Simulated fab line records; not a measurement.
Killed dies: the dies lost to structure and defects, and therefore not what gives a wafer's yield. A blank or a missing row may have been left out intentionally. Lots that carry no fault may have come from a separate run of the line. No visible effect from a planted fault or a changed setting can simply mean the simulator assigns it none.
A lot that was struck, set against a sound lot / flow n5 finfet / 15 out of 1938 route steps
Sound: wafers L554.1, L554.2, L554.4. Struck: wafer L551.6. (L551.5 of the same lot was not struck and is left out.) The cause comes at the end.
At each step with rows: each side's tool, then ch and its chambers, then its first start. Under that, the readings that differ: sound wafers / struck wafers / difference of the means / sigmas: that difference in standard deviations of wafers without a fault.
alike: readings whose means differ by less than 2 such deviations, and words and numbers that are the same on both sides. not compared: withheld readings, readings that some wafer has no value for, bounds like >300 that may hide the same value, and numbers for which the record gives no deviation and whose values overlap.
A row with sigmas, a row that says differs or no value, or rows on one side alone: a step with any of these is where the two part. When numbers do not overlap yet have no deviation, they are printed without sigmas and do not part them. Lack of a reading on every wafer of one side parts them only where that side has two or more wafers.

N5_BEOL_M11_VIA_ETCH_34: etches SiCOH lowk in C4F6/O2, target depth 184.5 nm, time 69.2 s.
  sound on rie diel-06 ch 0,1,3, day 15 08:38; struck on rie diel-03 ch 3, day 15 01:51
reading=rf vpp V (V); sound=668 681 677; struck=653; difference=-22; sigmas=-2
  alike: O2_flow_sccm, drypump motor current A, oes product au, showerhead plenum p Torr, throttle valve pct
  not compared: rf hours counter h
then, 1 step without rows for these wafers: N5_BEOL_M11_STRIP_73 (strips in C4F6/O2).
N5_BEOL_M11_STRIP_36: strips in N2/H2.
  sound on rie diel-06 ch 0,1,3, day 15 08:42; struck on rie diel-03 ch 3, day 15 01:55
reading=rf vpp V (V); sound=58.2 59.8 62.1; struck=55.6; difference=-4.4; sigmas=-2
  alike: drypump motor current A, oes product au, power w, showerhead plenum p Torr, throttle valve pct
  not compared: rf hours counter h
then, 1 step without rows for these wafers: N5_BEOL_M11_TRENCH_ETCH_37 (etches SiCOH lowk in C4F6/O2, target depth 148.83 nm, time 48 s).
N5_BEOL_M11_ETCH_41: etches SiCN in CH3F/O2, target depth 42.6 nm, time 86 s.
  sound on rie diel-06 ch 0,1,3; struck on rie diel-03 ch 3
  alike: O2_flow_sccm, drypump motor current A, oes product au, rf vpp V, showerhead plenum p Torr, throttle valve pct
  not compared: rf hours counter h
N5_BEOL_M11_STRIP_77: strips in N2/H2, time 10 s.
  sound on rie diel-06 ch 0,1,3; struck on rie diel-03 ch 3
  alike: drypump motor current A, oes product au, rf vpp V, showerhead plenum p Torr, throttle valve pct
  not compared: rf hours counter h
N5_BEOL_M11_OCD_MEAS_38:
  sound on ocd-01, day 15 08:55; struck on ocd-02, day 15 02:07
  alike: trench depth nm
then, 4 steps without rows for these wafers: N5_BEOL_M11_HM_STRIP_39 (strips TiN in peroxide tin strip, target depth 25 nm, time 158 s); N5_BEOL_M11_SRD_40 (time 30 s); N5_BEOL_M11_PRECLEAN_42 (cleans in residue remover, time 60 s); N5_BEOL_M11_SRD_43 (time 30 s).
N5_BEOL_M11_CD_MEAS_35: the cd target is 70 nm.
  sound on cd sem-03, day 15 09:04; struck on cd sem-02, day 15 02:16
  alike: cd nm
N5_BEOL_M11_CURE_72: cures SiCOH lowk, time 120 s.
  sound on uv cure-03 ch 1, day 15 09:23; struck on uv cure-02 ch 2, day 15 02:31
reading=run length s (s); sound=178.4 178.0 177.9; struck=225.6; difference=+47.5; sigmas=+40
  alike: lamp power pct, wafer_temp_C_max
N5_BEOL_M11_DEGAS_44: time 60 s.
  sound on pvd sputter-02, day 15 09:52; struck on pvd sputter-02, day 15 02:43
  alike: heater power w
next, for these wafers, 1 step has no rows: N5_PASSIVATION_PROBE_49.

WHERE THEY PART
First at N5_BEOL_M11_VIA_ETCH_34; last, within this record, at N5_BEOL_M11_CURE_72. Later steps at which nothing parts them and some readings are alike: N5_BEOL_M11_DEGAS_44.

WHY: what the simulator had put in
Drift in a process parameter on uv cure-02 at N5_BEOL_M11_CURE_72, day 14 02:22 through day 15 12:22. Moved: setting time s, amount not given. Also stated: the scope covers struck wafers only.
